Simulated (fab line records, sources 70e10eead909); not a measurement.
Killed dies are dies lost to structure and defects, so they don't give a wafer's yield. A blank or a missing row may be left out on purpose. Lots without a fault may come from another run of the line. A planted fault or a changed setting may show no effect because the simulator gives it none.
fab line records | flow nand_harc
record lots=11 wafers=33 last_day=24
route steps=1159 shown P_GATE@156 P_CONTACT@247 END@1159
lots that met no fault: from a run of the same line without faults
start_h: hours from the record's first day to the start of the lot's first wafer shown | wait_h: hours since the lot's step before | " the same as in the row above | L1.1+2: a row that stands for several wafers | - no value, or no start given | * or withheld: withheld | < > ~ a bound
route shown NAME@n: a module of which the file shows steps, and the number in the route of the first | usual: mean/standard deviation of fault-free wafers | same: alike in all rows | chamber/n: place in a boat | sites: the reading at each site | _std_site: their standard deviation | _edge_site: outer sites' mean less inner sites' | radius_mm: how far each site lies from the wafer's centre | mask NAME#n: copy n | behind: the tool/chamber that last shaped the wafer | hold: why the lot was held/for how many hours/how that ended | device: the transistor (n, p or np) that didn't switch | end of line: the same wafers' tests at the end of the route | a step without rows: its recipe alone | killed: dies lost to structure and defects at the first sort, not the wafer's yield | map: a wafer's dies, x killed, . not, _ none there
set.NAME: the setting as run; set.NAME@STEP: as run at that earlier step | model.NAME: the simulator's own value behind a step, which no gauge read
steps of the route over a sample of lots; a table a step, a row a wafer
services: from which hour (start_h, from the record's first day; less than 0 if before it) a tool's chamber was out of use, for how many hours, and why
## steps
# step NHARC_P_GATE_ETCHBACK_37
# recipe target_depth_a=345 time_s=17.2 chf3_flow_sccm=50 o2_flow_sccm=10 ar_flow_sccm=200 rf_w=500 bias_w=200 chemistry=CHF3/O2
# usual drypump_motor_current_A=5.7/0.4 oes_product_au=0.94/0.033 rf_vpp_V=370.4/2.1 showerhead_plenum_p_Torr=2.39/0.091 throttle_valve_pct=20.572/0.0096
# same time_s=17.2
# columns lot.wafer tool chamber start_h wait_h drypump_motor_current_A oes_product_au rf_hours_counter_h rf_vpp_V showerhead_plenum_p_Torr throttle_valve_pct
L923.2 rie_diel-12 0 102.72 - 5.8 0.99 21 371.2 2.42 20.559
L923.1 " 1 " " 6.0 0.99 25 371.9 2.51 20.574
L923.6 " 1 " " 6.1 0.99 - 372.9 2.51 20.556
L924.2 rie_diel-03 1 103.02 - 5.7 0.94 10 370.3 2.46 20.570
L924.1 " 3 " " 5.6 0.93 11 367.9 2.26 20.569
L924.6 " 1 " " 5.7 0.94 - 372.6 2.46 20.606
L925.1 rie_diel-03 2 109.46 - 5.3 0.94 12 367.6 2.29 20.573
L925.4 " 3 " " 5.6 0.93 12 367.9 2.26 20.595
L925.5 " 3 " " 5.6 0.94 - 368.3 2.26 20.571
L933.1 rie_diel-03 2 162.03 - 5.3 0.94 22 367.7 2.28 20.552
L933.4 " 3 " " 5.6 0.93 - 368.3 2.25 20.583
L933.5 " 0 " " 6.3 0.93 - 369.2 2.33 20.568
L937.4 rie_diel-03 0 176.26 - 6.3 0.92 23 368.2 2.33 20.578
L937.2 " 1 " " 5.7 0.93 21 373.0 2.46 20.569
L937.6 " 3 " " 5.6 0.92 - 366.3 2.25 20.563
L935.1 rie_diel-12 3 178.10 - 4.7 0.99 54 370.3 2.35 20.570
L935.4 " 0 " " 5.9 0.99 49 371.7 2.41 20.566
L935.2 " 2 " " 5.4 1.00 51 370.3 2.41 20.565
L936.3 rie_diel-03 3 180.85 - 5.6 0.92 26 367.3 2.25 20.561
L936.1 " 1 " " 5.7 0.94 22 371.9 2.46 20.587
L936.5 " 2 " " 5.3 0.94 - 370.0 2.28 20.564
L942.1 rie_diel-06 2 209.53 - 6.2 1.02 51 371.6 2.46 20.577
L942.2 " 3 " " 6.1 1.00 51 373.2 2.51 20.565
L942.3 " 0 " " 5.2 1.00 53 370.3 2.37 20.555
L944.3 rie_diel-06 2 220.80 - 6.2 0.94 54 370.1 2.46 20.579
L944.5 " 2 " " 6.1 0.94 - 372.0 2.46 20.585
L944.6 " 3 " " 6.1 0.93 - 373.7 2.51 20.588
L943.4 rie_diel-06 3 220.88 - 6.1 0.99 54 371.5 2.51 20.580
L943.3 " 0 " " 5.2 0.99 56 369.6 2.37 20.581
L943.6 " 2 " " 6.1 0.99 - 371.4 2.46 20.572
L946.1 rie_diel-12 0 237.25 - 5.8 0.92 6 372.0 2.40 20.579
L946.2 " 1 " " 6.0 0.91 11 373.8 2.50 20.573
L946.6 " 0 " " 5.8 0.91 - 371.7 2.40 20.552
# step NHARC_P_GATE_DESCUM_61
# recipe time_s=3 o2_flow_sccm=200 ar_flow_sccm=0 bias_power_w=0 chemistry=O2
# usual drypump_motor_current_A=5.7/0.41 oes_product_au=1.001/0.01 rf_vpp_V=57.8/0.96 showerhead_plenum_p_Torr=1.90/0.074 throttle_valve_pct=11.311/0.0096
# same bias_power_w=0 time_s=3
# columns lot.wafer tool chamber start_h wait_h drypump_motor_current_A oes_product_au rf_hours_counter_h rf_vpp_V showerhead_plenum_p_Torr throttle_valve_pct
L923.1 rie_diel-03 1 105.68 - 5.7 1.012 11 57.9 1.96 11.309
L923.2 " 3 " " 5.6 1.011 12 57.3 1.79 11.319
L923.6 " 1 " " 5.7 1.026 - 57.8 1.96 11.324
L924.2 rie_diel-12 2 106.38 - 5.5 1.004 27 57.1 1.93 11.298
L924.1 " 3 " " 4.7 0.992 27 58.3 1.88 11.311
L924.6 " 0 " " 5.9 0.992 - 58.5 1.93 11.298
L925.1 rie_diel-12 0 112.52 - 5.8 0.992 24 59.2 1.93 11.296
L925.4 " 3 " " 4.7 0.989 - 58.6 1.88 11.296
L925.5 " 0 " " 5.8 0.986 - 58.3 1.93 11.300
L933.1 rie_diel-06 1 165.05 - 5.8 1.014 26 59.1 2.00 11.311
L933.4 " 3 " " 6.1 0.985 34 58.7 2.01 11.321
L933.5 " 1 " " 5.8 1.008 - 58.5 2.00 11.332
L937.2 rie_diel-12 2 179.07 - 5.4 1.000 51 58.2 1.92 11.306
L937.4 " 0 " " 5.8 0.999 49 59.9 1.92 11.303
L937.6 " 2 " " 5.5 0.994 - 57.1 1.92 11.323
L935.2 rie_diel-12 0 181.10 - 5.8 0.998 50 58.4 1.92 11.299
L935.4 " 1 " " 6.0 1.000 51 58.4 2.00 11.310
L935.1 " 2 " " 5.4 0.999 51 57.9 1.92 11.320
L936.3 rie_diel-12 2 183.80 - 5.4 0.996 52 55.7 1.92 11.301
L936.1 " 3 " " 4.7 1.003 56 57.9 1.87 11.311
L936.5 " 1 " " 6.0 0.987 - 57.3 2.00 11.317
L942.2 rie_diel-06 0 212.42 - 5.2 1.003 54 58.3 1.89 11.310
L942.1 " 2 " " 6.2 1.024 52 57.4 1.96 11.323
L942.3 " 3 " " 6.1 0.996 51 58.4 2.01 11.312
L944.3 rie_diel-03 3 224.35 - 5.6 1.015 0 57.3 1.79 11.281
L944.5 " 2 " " 5.3 1.021 - 57.2 1.81 11.303
L944.6 " 3 " " 5.6 1.003 - 56.9 1.79 11.309
L943.3 rie_diel-03 3 224.43 - 5.6 1.017 0 56.4 1.79 11.320
L943.4 " 0 " " 6.3 1.004 0 57.7 1.85 11.325
L943.6 " 2 " " 5.3 1.008 - 57.1 1.81 11.326
L946.2 rie_diel-03 0 240.20 - 6.3 1.002 3 57.7 1.85 11.306
L946.1 " 2 " " 5.3 1.012 3 56.5 1.81 11.320
L946.6 " 0 " " 6.3 0.987 - 56.6 1.85 11.302
# step NHARC_P_GATE_STRIP_113
# recipe power_w=1500 temp_c=110 time_s=740 chemistry=N2/H2
# usual drypump_motor_current_A=5.8/0.53 heater_power_w=88/4.3 temp_c=109.99/0.13
# same time_s=740
# columns lot.wafer tool chamber start_h wait_h drypump_motor_current_A heater_power_w rf_hours_counter_h temp_c
L923.2 plasma_asher-02 0 107.80 0.2 5.1 85 31 110.01
L923.1 " 1 " " 6.6 89 31 110.13
L923.6 " 0 " " 5.1 84 - 109.96
L924.2 plasma_asher-01 1 108.45 0.2 5.9 91 0 110.05
L924.1 " 0 " " 5.8 93 0 110.32
L924.6 " 1 " " 5.9 91 - 109.91
L925.1 plasma_asher-02 1 114.75 0.3 6.6 87 33 110.15
L925.4 " 1 " " 6.6 87 - 110.16
L925.5 " 1 " " 6.6 86 - 110.12
L933.1 plasma_asher-02 0 167.28 0.3 5.1 81 52 109.59
L933.4 " 0 " " 5.1 84 - 109.94
L933.5 " 1 " " 6.6 88 - 109.96
L937.2 plasma_asher-02 0 181.05 0.2 5.1 83 57 109.97
L937.4 " 1 " " 6.6 90 - 110.02
L937.6 " 1 " " 6.6 87 - 109.91
L935.1 plasma_asher-02 1 183.48 0.2 6.6 89 58 110.11
L935.2 " 0 " " 5.1 84 58 109.97
L935.4 " 0 " " 5.1 85 - 110.08
L936.1 plasma_asher-01 0 185.87 0.2 5.8 93 26 109.83
L936.3 " 0 " " 5.8 93 - 109.94
L936.5 " 1 " " 5.9 88 - 109.94
L942.1 plasma_asher-01 1 214.49 0.2 5.9 91 36 110.08
L942.2 " 0 " " 5.8 94 36 110.15
L942.3 " 0 " " 5.8 93 - 110.04
L944.3 plasma_asher-01 1 226.75 0.6 5.8 88 - 110.09
L944.5 " 0 " " 5.8 91 - 109.76
L944.6 " 1 " " 5.8 89 - 109.98
L943.4 plasma_asher-02 0 226.94 0.5 5.1 81 - 109.94
L943.3 " 1 " " 6.6 80 - 109.90
L943.6 " 0 " " 5.1 80 - 109.69
L946.2 plasma_asher-01 1 242.61 0.3 5.8 90 44 109.91
L946.1 " 0 " " 5.8 93 44 110.04
L946.6 " 0 " " 5.8 92 - 109.88
# step NHARC_P_GATE_INSPECT_68
# usual raw_defect_count=211/77
# columns lot.wafer tool chamber start_h wait_h raw_defect_count
L923.1 defect_inspect-01 - 110.58 0.2 171
L923.2 " - " " 189
L923.6 " - " " 129
L924.1 defect_inspect-01 - 110.98 0.2 204
L924.2 " - " " 141
L924.6 " - " " 172
L925.1 defect_inspect-01 - 117.17 0.2 156
L925.4 " - " " 172
L925.5 " - " " 141
L933.1 defect_inspect-01 - 169.88 0.2 168
L933.4 " - " " 660
L933.5 " - " " 176
L937.2 defect_inspect-02 - 183.61 0.1 195
L937.4 " - " " 143
L937.6 " - " " 547
L935.1 defect_inspect-01 - 186.00 0.2 244
L935.2 " - " " 223
L935.4 " - " " 214
L936.1 defect_inspect-01 - 188.68 0.2 108
L936.3 " - " " 569
L936.5 " - " " 107
L942.1 defect_inspect-01 - 217.18 0.2 351
L942.2 " - " " 187
L942.3 " - " " 288
L944.3 defect_inspect-01 - 229.32 0.1 219
L944.5 " - " " 346
L944.6 " - " " 301
L943.3 defect_inspect-02 - 229.50 0.1 225
L943.4 " - " " 230
L943.6 " - " " 251
L946.1 defect_inspect-01 - 245.16 0.2 218
L946.2 " - " " 354
L946.6 " - " " 184
# step NHARC_P_CONTACT_ALD_22
# recipe target_thk_a=30 pulse_time_s=1 ald_cycles=150 temp_c=450 material=TiN
# usual heater_power_outer_w=718/56 heater_power_w=1087/81 precursor_pulse_height_rel=0.998/0.02
# columns lot.wafer tool chamber start_h wait_h heater_power_outer_w heater_power_w precursor_pulse_height_rel
L923.1 ald_metal-01 0 114.24 - 755 1167 0.990
L923.2 " 3 " " 629 927 0.982
L923.6 " 1 " " 701 1081 1.007
L924.1 ald_metal-03 3 114.60 - 648 977 0.996
L924.2 " 2 " " 671 1068 1.008
L924.6 " 0 " " 764 1113 0.984
L925.1 ald_metal-01 0 120.86 - 763 1164 0.994
L925.4 " 2 " " 651 968 1.019
L925.5 " 1 " " 706 1055 0.968
L933.4 ald_metal-03 3 173.75 - 680 1044 0.955
L933.1 " 2 " " 730 1075 1.005
L933.5 " 3 " " 704 1032 0.986
L937.2 ald_metal-03 1 187.13 - 696 1175 1.011
L937.4 " 3 " " 699 1042 0.976
L937.6 " 1 " " 682 1151 0.998
L935.1 ald_metal-01 3 189.66 - 649 902 1.018
L935.2 " 0 " " 771 1158 0.990
L935.4 " 0 " " 758 1164 0.997
L936.3 ald_metal-01 3 192.19 - 637 913 0.998
L936.1 " 0 " " 773 1149 0.991
L936.5 " 0 " " 770 1181 0.992
L942.2 ald_metal-03 3 221.07 - 714 1043 1.021
L942.3 " 0 " " 759 1112 0.969
L942.1 " 1 " " 683 1150 1.027
L943.4 ald_metal-02 3 233.65 - 837 1186 1.017
L943.3 " 0 " " 727 1145 0.981
L943.6 " 3 " " 816 1179 0.980
L944.3 ald_metal-03 1 233.98 - 679 1158 1.024
L944.5 " 1 " " 682 1163 0.987
L944.6 " 2 " " 705 1093 1.021
L946.1 ald_metal-02 2 248.99 - 759 1152 0.983
L946.2 " 0 " " 732 1121 0.961
L946.6 " 2 " " 757 1138 1.007
# step NHARC_END_SORT_01
# recipe temp_c=25
# usual killed_at_array=29/8.4 killed_at_other=0.7/1.2 killed_at_periphery=3.8/2.1 killed_dies=33/9 killed_open=3.4/2 killed_short=2.1/1.4
# same gross_dies=677
# columns lot.wafer tool chamber start_h wait_h killed_at_array killed_at_other killed_at_periphery killed_dies killed_open killed_short
L936.1 prober-01 0 518.95 2.5 21 0 5 26 4 3
L936.3 prober-01 0 520.55 3.1 32 0 80 112 2 3
L936.5 prober-01 0 522.15 3.7 33 1 5 39 3 2
L933.1 prober-02 0 526.62 2.5 38 0 6 44 5 6
L933.4 prober-02 0 529.03 3.4 32 0 87 119 2 3
L933.5 prober-02 0 529.83 3.7 34 0 5 39 2 2
L937.2 prober-01 0 535.42 2.8 31 3 5 39 10 3
L937.4 prober-01 0 537.04 3.4 37 2 3 42 5 2
L937.6 prober-01 0 538.67 4.1 24 0 81 105 4 5
# killed by level:class
L936.1 A_SLIT:chamber_film_flake=11 A_STAIRCASE:chamber_film_flake=4 A_CHANNEL_HOLE_D1:chamber_film_flake=3 P_CONTACT:geometric_particle:open=2 P_STI:geometric_particle:open=1 P_GATE:geometric_particle:short=1 P_M0:geometric_particle:open=1 A_CHANNEL_FILL_D1:geometric_particle:short=1
L936.3 P_GATE:unspecified=77 A_SLIT:chamber_film_flake=10 A_CHANNEL_HOLE_D1:chamber_film_flake=7 A_STAIRCASE:chamber_film_flake=7 A_WL_FILL:chamber_film_flake=2 P_CONTACT:geometric_particle:short=1 A_CHANNEL_HOLE_D1:geometric_particle:short=1 A_WL_FILL:geometric_particle:open=1
L936.5 A_SLIT:chamber_film_flake=13 A_STAIRCASE:chamber_film_flake=10 A_CHANNEL_HOLE_D1:chamber_film_flake=5 P_CONTACT:geometric_particle:open=2 A_WL_FILL:geometric_particle:short=2 P_GATE:chamber_film_flake=2 A_CONTACT:chamber_film_flake=2 A_CHANNEL_FILL_D1:geometric_particle:open=1
L933.1 A_CHANNEL_HOLE_D1:chamber_film_flake=11 A_M0:chamber_film_flake=8 A_WL_FILL:chamber_film_flake=4 A_WL_FILL:geometric_particle:short=2 A_CONTACT:geometric_particle:open=2 P_ZERO_WELL:chamber_film_flake=2 A_CHANNEL_FILL_D1:chamber_film_flake=2 A_CONTACT:chamber_film_flake=2
L933.4 P_GATE:unspecified=84 A_CHANNEL_HOLE_D1:chamber_film_flake=15 A_CHANNEL_FILL_D1:chamber_film_flake=4 A_CONTACT:chamber_film_flake=4 A_WL_FILL:chamber_film_flake=2 A_STAIRCASE:chamber_film_flake=2 P_M0:geometric_particle:short=1 A_WL_FILL:geometric_particle:short=1
L933.5 A_CHANNEL_HOLE_D1:chamber_film_flake=25 P_CONTACT:chamber_film_flake=3 A_M0:chamber_film_flake=3 A_WL_FILL:chamber_film_flake=2 P_M0:geometric_particle:open=1 A_CHANNEL_FILL_D1:geometric_particle:short=1 A_WL_FILL:geometric_particle:short=1 A_BLC:geometric_particle:open=1
L937.2 A_SLIT:chamber_film_flake=12 A_CHANNEL_HOLE_D1:chamber_film_flake=6 A_CONTACT:chamber_film_flake=4 A_CONTACT:geometric_particle:open=3 P_M1:geometric_particle:open=2 A_ONON_D1:geometric_particle:short=2 A_M0:geometric_particle:open=2 THIN_TSV:chamber_film_flake=2
L937.4 A_SLIT:chamber_film_flake=15 A_CHANNEL_HOLE_D1:chamber_film_flake=11 A_CONTACT:chamber_film_flake=5 A_CONTACT:geometric_particle:open=2 A_BLC:geometric_particle:open=2 P_M0:geometric_particle:open=1 A_WL_FILL:geometric_particle:short=1 STARTING-WAFER:geometric_particle:short=1
L937.6 P_GATE:unspecified=74 A_SLIT:chamber_film_flake=14 A_CHANNEL_HOLE_D1:chamber_film_flake=3 P_GATE:geometric_particle:short=2 P_M0:geometric_particle:open=2 A_STAIRCASE:chamber_film_flake=2 P_M0:geometric_particle:short=1 A_ONON_D1:geometric_particle:short=1
## services
# columns tool chamber start_h hours kind
rie_diel-06 1 85.90 22.0 repair
plasma_asher-01 - 86.01 4.8 repair
rie_diel-12 0 92.83 6.9 repair
plasma_asher-01 - 99.00 9.0 pm
ald_metal-01 - 102.00 10.0 pm
rie_diel-12 2 107.48 7.1 repair
ald_metal-02 0 120.08 26.7 repair
rie_diel-12 1 132.48 4.0 repair
rie_diel-03 1 138.47 2.1 repair
ald_metal-03 - 144.00 10.0 pm
rie_diel-06 0 147.70 5.0 repair
plasma_asher-01 - 148.74 1.1 repair
rie_diel-03 1 150.11 13.0 repair
ald_metal-01 1 175.89 22.4 repair
plasma_asher-02 - 184.25 9.0 pm
ald_metal-03 - 189.58 0.5 repair
rie_diel-12 - 202.46 9.0 pm
rie_diel-03 - 215.33 9.0 pm
rie_diel-12 0 217.92 8.8 repair
rie_diel-12 - 221.21 0.3 repair
plasma_asher-01 - 228.89 1.0 repair
ald_metal-03 0 228.94 5.4 repair
ald_metal-01 - 230.95 0.9 repair
rie_diel-06 - 241.21 9.0 pm
## key
first_sign step=NHARC_P_GATE_INSPECT_68 reading=raw_defect_count direction=up sigmas=4.9 usual=211 struck=592
effect step=NHARC_END_SORT_01 reading=killed_at_periphery direction=up sigmas=37 usual=3.8 struck=82.7
more_kills_born_at NHARC_P_GATE_ETCHBACK_37@rie_diel-03=235
met_at NHARC_P_GATE_ETCHBACK_37
struck_lots L933,L936,L937
struck_wafers L933.4,L936.3,L937.6
tester_left_out L933,L936,L937
not_acting_at NHARC_P_GATE_DESCUM_61,NHARC_P_GATE_STRIP_113,NHARC_P_CONTACT_ALD_22
onset_between 109.46 162.03
fault kind=chamber_particle_source tool=rie_diel-03 chamber=3 onset_h=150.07 steps=NHARC_P_GATE_ETCHBACK_37 rate_per_visit_cm2=0.67265 end_h=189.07
# tester_left_out: of these lots the tester's yield and bins aren't shown, on N5 and GAA mostly nor the transistor test; their killed dies are dies lost to structure and defects alone, not to doping, threshold or leakage, so they don't give the yield
